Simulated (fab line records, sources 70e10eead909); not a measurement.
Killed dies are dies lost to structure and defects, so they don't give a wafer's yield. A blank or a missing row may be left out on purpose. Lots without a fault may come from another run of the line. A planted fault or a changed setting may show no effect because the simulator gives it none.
fab line records | flow nand_harc
record lots=6 wafers=18 last_day=33
route steps=1302 shown A_ONON_D1@430 END@1302
lots that met no fault: from a run of the same line without faults
start_h: hours from the record's first day to the start of the lot's first wafer shown | wait_h: hours since the lot's step before | " the same as in the row above | L1.1+2: a row that stands for several wafers | - no value, or no start given | * or withheld: withheld | < > ~ a bound
route shown NAME@n: a module of which the file shows steps, and the number in the route of the first | usual: mean/standard deviation of fault-free wafers | same: alike in all rows | chamber/n: place in a boat | sites: the reading at each site | _std_site: their standard deviation | _edge_site: outer sites' mean less inner sites' | radius_mm: how far each site lies from the wafer's centre | mask NAME#n: copy n | behind: the tool/chamber that last shaped the wafer | hold: why the lot was held/for how many hours/how that ended | device: the transistor (n, p or np) that didn't switch | end of line: the same wafers' tests at the end of the route | a step without rows: its recipe alone | killed: dies lost to structure and defects at the first sort, not the wafer's yield | map: a wafer's dies, x killed, . not, _ none there
set.NAME: the setting as run; set.NAME@STEP: as run at that earlier step | model.NAME: the simulator's own value behind a step, which no gauge read
lots at some steps of the route; a table a step, a row a wafer
services: from which hour (start_h, from the record's first day; less than 0 if before it) a tool's chamber was out of use, for how many hours, and why
## steps
# step NHARC_A_ONON_D1_DEP_09
# recipe target_thk_a=10000 n2_flow_sccm=2750 n2o_flow_sccm=2000 nh3_flow_sccm=500 sih4_flow_sccm=210 temp_c=400
# step NHARC_A_ONON_D1_THK_MEAS_11
# recipe thk_meas_gauge=ellipsometry
# usual thk_nm=1000/9.8
# columns lot.wafer tool chamber start_h wait_h thk_nm
L696.3 film_metro-02 - 203.87 - 993
L696.5 " - " " 993
L696.6 " - " " 994
L699.2 film_metro-01 - 233.68 - 1005
L699.4 " - " " 1006
L699.6 " - " " 1007
L700.1 film_metro-02 - 250.37 - 1014
L700.2 " - " " 1012
L700.3 " - " " 1014
L701.1 film_metro-02 - 256.92 - 1001
L701.3 " - " " 1003
L701.4 " - " " 1002
L709.1 film_metro-01 - 332.14 - 1009
L709.5 " - " " 1007
L709.6 " - " " 1008
L714.2 film_metro-01 - 385.25 - 999
L714.4 " - " " 1001
L714.5 " - " " 1000
# step NHARC_A_ONON_D1_DEP_12
# recipe target_thk_a=10000 n2_flow_sccm=2750 n2o_flow_sccm=2000 nh3_flow_sccm=500 sih4_flow_sccm=210 temp_c=400
# step NHARC_A_ONON_D1_THK_MEAS_14
# recipe thk_meas_gauge=ellipsometry
# usual thk_nm=1001/11
# columns lot.wafer tool chamber start_h wait_h thk_nm
L696.3 film_metro-02 - 204.43 - 993
L696.5 " - " " 995
L696.6 " - " " 993
L699.2 film_metro-02 - 234.24 - 1019
L699.4 " - " " 1016
L699.6 " - " " 1017
L700.1 film_metro-02 - 250.93 - 993
L700.2 " - " " 993
L700.3 " - " " 994
L701.1 film_metro-01 - 257.49 - 995
L701.3 " - " " 996
L701.4 " - " " 996
L709.1 film_metro-02 - 332.70 - 1008
L709.5 " - " " 1008
L709.6 " - " " 1009
L714.2 film_metro-01 - 385.82 - 1002
L714.4 " - " " 999
L714.5 " - " " 1001
# step NHARC_A_ONON_D1_ANNEAL_15
# recipe temp_c=750 time_s=3600
# step NHARC_A_ONON_D1_DEP_16
# recipe target_thk_a=10000 n2_flow_sccm=2750 n2o_flow_sccm=2000 nh3_flow_sccm=500 sih4_flow_sccm=210 temp_c=400
# step NHARC_A_ONON_D1_THK_MEAS_18
# recipe thk_meas_gauge=ellipsometry
# usual thk_nm=997/8.9
# columns lot.wafer tool chamber start_h wait_h thk_nm
L696.3 film_metro-02 - 211.98 - 986
L696.5 " - " " 989
L696.6 " - " " 989
L699.2 film_metro-02 - 239.68 - 998
L699.4 " - " " 998
L699.6 " - " " 999
L700.1 film_metro-02 - 259.83 - 999
L700.2 " - " " 998
L700.3 " - " " 996
L701.1 film_metro-02 - 267.86 - 1013
L701.3 " - " " 1013
L701.4 " - " " 1014
L709.1 film_metro-02 - 340.55 - 988
L709.5 " - " " 987
L709.6 " - " " 987
L714.2 film_metro-02 - 393.39 - 1013
L714.4 " - " " 1014
L714.5 " - " " 1015
# step NHARC_A_ONON_D1_DEP_19
# recipe target_thk_a=10000 n2_flow_sccm=2750 n2o_flow_sccm=2000 nh3_flow_sccm=500 sih4_flow_sccm=210 temp_c=400
# step NHARC_A_ONON_D1_THK_MEAS_21
# recipe thk_meas_gauge=ellipsometry
# usual thk_nm=998/12
# columns lot.wafer tool chamber start_h wait_h thk_nm
L696.3 film_metro-01 - 212.58 - 1019
L696.5 " - " " 1020
L696.6 " - " " 1020
L699.2 film_metro-01 - 240.25 - 1017
L699.4 " - " " 1018
L699.6 " - " " 1018
L700.1 film_metro-02 - 260.40 - 997
L700.2 " - " " 996
L700.3 " - " " 997
L701.1 film_metro-01 - 268.44 - 981
L701.3 " - " " 983
L701.4 " - " " 981
L709.1 film_metro-01 - 341.12 - 995
L709.5 " - " " 995
L709.6 " - " " 994
L714.2 film_metro-01 - 393.96 - 984
L714.4 " - " " 983
L714.5 " - " " 986
# step NHARC_A_ONON_D1_DEP_22
# recipe target_thk_a=10000 n2_flow_sccm=2750 n2o_flow_sccm=2000 nh3_flow_sccm=500 sih4_flow_sccm=210 temp_c=400
# step NHARC_A_ONON_D1_THK_MEAS_24
# recipe thk_meas_gauge=ellipsometry
# usual thk_nm=999/11
# columns lot.wafer tool chamber start_h wait_h thk_nm
L696.3 film_metro-02 - 213.14 - 997
L696.5 " - " " 996
L696.6 " - " " 998
L699.2 film_metro-02 - 240.81 - 977
L699.4 " - " " 977
L699.6 " - " " 979
L700.1 film_metro-02 - 260.97 - 1000
L700.2 " - " " 1001
L700.3 " - " " 1002
L701.1 film_metro-02 - 269.01 - 1002
L701.3 " - " " 1000
L701.4 " - " " 1001
L709.1 film_metro-02 - 341.68 - 1003
L709.5 " - " " 1003
L709.6 " - " " 1004
L714.2 film_metro-01 - 394.52 - 980
L714.4 " - " " 979
L714.5 " - " " 980
# step NHARC_A_ONON_D1_DEP_25
# recipe target_thk_a=10000 n2_flow_sccm=2750 n2o_flow_sccm=2000 nh3_flow_sccm=500 sih4_flow_sccm=210 temp_c=400
# columns lot.wafer tool chamber start_h wait_h
L696.3+5+6 pecvd_onon-01 0 213.31 0.2
L699.2+4+6 pecvd_onon-04 0 240.93 0.1
L700.1+2+3 pecvd_onon-04 0 261.02 0.1
L701.1+3+4 pecvd_onon-04 0 269.06 0.1
L709.1+5+6 pecvd_onon-02 0 341.74 0.1
L714.2+4+5 pecvd_onon-02 0 394.64 0.1
# step NHARC_A_ONON_D1_THK_MEAS_27
# recipe thk_meas_gauge=ellipsometry
# usual thk_nm=1001/9.8
# columns lot.wafer tool chamber start_h wait_h thk_nm
L696.3 film_metro-02 - 213.70 - 998
L696.5 " - " " 999
L696.6 " - " " 998
L699.2 film_metro-02 - 241.38 - 996
L699.4 " - " " 995
L699.6 " - " " 998
L700.1 film_metro-02 - 261.53 - 1581
L700.2 " - " " 1011
L700.3 " - " " 1011
L701.1 film_metro-02 - 269.58 - 1576
L701.3 " - " " 1009
L701.4 " - " " 1579
L709.1 film_metro-01 - 342.24 - 981
L709.5 " - " " 982
L709.6 " - " " 981
L714.2 film_metro-02 - 395.09 - 997
L714.4 " - " " 1001
L714.5 " - " " 996
# step NHARC_A_ONON_D1_DEP_28
# recipe target_thk_a=10000 n2_flow_sccm=2750 n2o_flow_sccm=2000 nh3_flow_sccm=500 sih4_flow_sccm=210 temp_c=400
# step NHARC_END_SORT_01
# recipe temp_c=25
# usual killed_at_array=59/17 killed_at_other=0.7/0.9 killed_at_periphery=3.6/2.3 killed_dies=63/18 killed_open=3.4/1.9 killed_short=2.6/1.7
# same gross_dies=677
# columns lot.wafer tool chamber start_h wait_h killed_at_array killed_at_other killed_at_periphery killed_dies killed_open killed_short
L701.1 prober-02 0 652.20 2.5 669 1 7 677 5 3
L701.4 prober-02 0 654.57 3.4 670 1 6 677 4 1
L700.1 prober-01 0 658.06 2.5 674 0 3 677 7 2
# killed by level:class
L701.1 A_ONON_D1:area_dep=631 A_CHANNEL_HOLE_D2:chamber_film_flake=15 A_CHANNEL_HOLE_D1:chamber_film_flake=6 A_ONON_D2:geometric_particle:open=3 P_GATE:chamber_film_flake=3 A_STAIRCASE:chamber_film_flake=3 A_CONTACT:chamber_film_flake=3 A_CHANNEL_FILL_D2:geometric_particle:short=2
L701.4 A_ONON_D1:area_dep=638 A_CHANNEL_HOLE_D2:chamber_film_flake=13 A_CHANNEL_HOLE_D1:chamber_film_flake=5 P_ZERO_WELL:chamber_film_flake=3 A_STAIRCASE:chamber_film_flake=3 A_SLIT:chamber_film_flake=2 A_WL_FILL:chamber_film_flake=2 A_CONTACT:chamber_film_flake=2
L700.1 A_ONON_D1:area_dep=583 A_CHANNEL_HOLE_D1:chamber_film_flake=30 A_SLIT:chamber_film_flake=25 A_CHANNEL_HOLE_D2:chamber_film_flake=16 A_STAIRCASE:chamber_film_flake=5 A_ONON_D2:geometric_particle:open=3 A_CONTACT:chamber_film_flake=3 P_CONTACT:chamber_film_flake=2
# map L700.1 (x killed, . not)
____________x____________
_________xxxxxxx_________
_______xxxxxxxxxxx_______
______xxxxxxxxxxxxx______
_____xxxxxxxxxxxxxxx_____
____xxxxxxxxxxxxxxxxx____
____xxxxxxxxxxxxxxxxx____
___xxxxxxxxxxxxxxxxxxx___
___xxxxxxxxxxxxxxxxxxx___
__xxxxxxxxxxxxxxxxxxxxx__
__xxxxxxxxxxxxxxxxxxxxx__
_xxxxxxxxxxxxxxxxxxxxxxx_
_xxxxxxxxxxxxxxxxxxxxxxx_
_xxxxxxxxxxxxxxxxxxxxxxx_
_xxxxxxxxxxxxxxxxxxxxxxx_
_xxxxxxxxxxxxxxxxxxxxxxx_
xxxxxxxxxxxxxxxxxxxxxxxxx
xxxxxxxxxxxxxxxxxxxxxxxxx
xxxxxxxxxxxxxxxxxxxxxxxxx
xxxxxxxxxxxxxxxxxxxxxxxxx
xxxxxxxxxxxxxxxxxxxxxxxxx
_xxxxxxxxxxxxxxxxxxxxxxx_
_xxxxxxxxxxxxxxxxxxxxxxx_
_xxxxxxxxxxxxxxxxxxxxxxx_
_xxxxxxxxxxxxxxxxxxxxxxx_
_xxxxxxxxxxxxxxxxxxxxxxx_
__xxxxxxxxxxxxxxxxxxxxx__
__xxxxxxxxxxxxxxxxxxxxx__
___xxxxxxxxxxxxxxxxxxx___
___xxxxxxxxxxxxxxxxxxx___
____xxxxxxxxxxxxxxxxx____
____xxxxxxxxxxxxxxxxx____
_____xxxxxxxxxxxxxxx_____
______xxxxxxxxxxxxx______
_______xxxxxxxxxxx_______
_________xxxxxxx_________
____________x____________
# map L701.1 (x killed, . not)
____________x____________
_________xxxxxxx_________
_______xxxxxxxxxxx_______
______xxxxxxxxxxxxx______
_____xxxxxxxxxxxxxxx_____
____xxxxxxxxxxxxxxxxx____
____xxxxxxxxxxxxxxxxx____
___xxxxxxxxxxxxxxxxxxx___
___xxxxxxxxxxxxxxxxxxx___
__xxxxxxxxxxxxxxxxxxxxx__
__xxxxxxxxxxxxxxxxxxxxx__
_xxxxxxxxxxxxxxxxxxxxxxx_
_xxxxxxxxxxxxxxxxxxxxxxx_
_xxxxxxxxxxxxxxxxxxxxxxx_
_xxxxxxxxxxxxxxxxxxxxxxx_
_xxxxxxxxxxxxxxxxxxxxxxx_
xxxxxxxxxxxxxxxxxxxxxxxxx
xxxxxxxxxxxxxxxxxxxxxxxxx
xxxxxxxxxxxxxxxxxxxxxxxxx
xxxxxxxxxxxxxxxxxxxxxxxxx
xxxxxxxxxxxxxxxxxxxxxxxxx
_xxxxxxxxxxxxxxxxxxxxxxx_
_xxxxxxxxxxxxxxxxxxxxxxx_
_xxxxxxxxxxxxxxxxxxxxxxx_
_xxxxxxxxxxxxxxxxxxxxxxx_
_xxxxxxxxxxxxxxxxxxxxxxx_
__xxxxxxxxxxxxxxxxxxxxx__
__xxxxxxxxxxxxxxxxxxxxx__
___xxxxxxxxxxxxxxxxxxx___
___xxxxxxxxxxxxxxxxxxx___
____xxxxxxxxxxxxxxxxx____
____xxxxxxxxxxxxxxxxx____
_____xxxxxxxxxxxxxxx_____
______xxxxxxxxxxxxx______
_______xxxxxxxxxxx_______
_________xxxxxxx_________
____________x____________
## services
# columns tool chamber start_h hours kind
pecvd_onon-01 - 269.00 13.0 pm
pecvd_onon-04 - 304.04 0.3 repair
pecvd_onon-04 - 311.10 13.0 pm
pecvd_onon-02 - 366.31 13.0 pm
## key
first_sign step=NHARC_A_ONON_D1_THK_MEAS_27 reading=thk_nm direction=up sigmas=59 usual=1001 struck=1579
effect step=NHARC_END_SORT_01 reading=killed_at_array direction=up sigmas=36 usual=59 struck=671
more_kills_born_at NHARC_A_ONON_D1_DEP_25@pecvd_onon-04=1852
met_at NHARC_A_ONON_D1_DEP_25
struck_wafers L700.1,L701.1,L701.4
later_rows_left_out L700.1,L701.1,L701.4
tester_left_out L700,L701
onset_between 240.93 261.02
fault kind=process_parameter_drift tool=pecvd_onon-04 chamber=- onset_h=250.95 steps=NHARC_A_ONON_D1_DEP_25 channel=target_thk_a offset=* shape=step end_h=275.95 scope=struck_wafers_only acts_in=* stated=*
# tester_left_out: of these lots the tester's yield and bins aren't shown, on N5 and GAA mostly nor the transistor test; their killed dies are dies lost to structure and defects alone, not to doping, threshold or leakage, so they don't give the yield
# later_rows_left_out: the simulator's readings of these wafers behind a module that went badly wrong aren't trusted and aren't shown, but for the sort
